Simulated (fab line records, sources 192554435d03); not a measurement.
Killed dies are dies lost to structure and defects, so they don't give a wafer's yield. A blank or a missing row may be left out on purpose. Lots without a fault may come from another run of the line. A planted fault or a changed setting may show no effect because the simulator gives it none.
Which tool did it? | flow n5_finfet | 12 lots, 36 wafers sampled, at 1 step of a route of 1938

WHAT THE GAUGES READ, wafer by wafer
N5_MOL_CONTACT_COAG_INSPECT_42: inspects for defects (brightfield).
lot  | measured     | on                | raw_defect_count
L075 | day 5 13:47  | defect_inspect-02 | 227 243 259
L077 | day 5 20:55  | defect_inspect-02 | 227 252 242
L079 | day 6 15:05  | defect_inspect-02 | 135 195 162
L081 | day 7 09:05  | defect_inspect-02 | 206 180 266
L083 | day 7 13:02  | defect_inspect-01 | 224 255 291
L085 | day 8 01:19  | defect_inspect-01 | 288 222 240
L087 | day 8 10:27  | defect_inspect-01 | 227 215 221
L089 | day 9 01:00  | defect_inspect-02 | 219 146 198
L091 | day 9 07:44  | defect_inspect-01 | 273 126 151
L093 | day 9 20:46  | defect_inspect-01 | 216 386 199
L095 | day 10 08:43 | defect_inspect-02 | 281 248 259
L097 | day 10 20:32 | defect_inspect-01 | 249 327 302

WHICH TOOL RAN EACH LOT (tool, then ch and the chambers of the sampled wafers, then the start)
The record holds no process step before these readings.

THE ANSWER, worked out from the rows above alone
Rule: what is usual is taken from the lots themselves. Put in order of their means at a reading, lots are off if they are a third of the lots or fewer, leave a main group of 4 or more, and stand apart from it by a gap of 3 or more times the standard deviation of the main group's means; of several such gaps the widest counts. A main group whose means are all the same, to the digits that the tables above print for the reading, isn't used. A lot without any number at a reading at which 4 lots or more have one is off too. The other lots that the step has rows for count as sound.
No lot is off at any reading shown: from this, nothing can be told.

WHAT THE SIMULATOR HAD PUT IN
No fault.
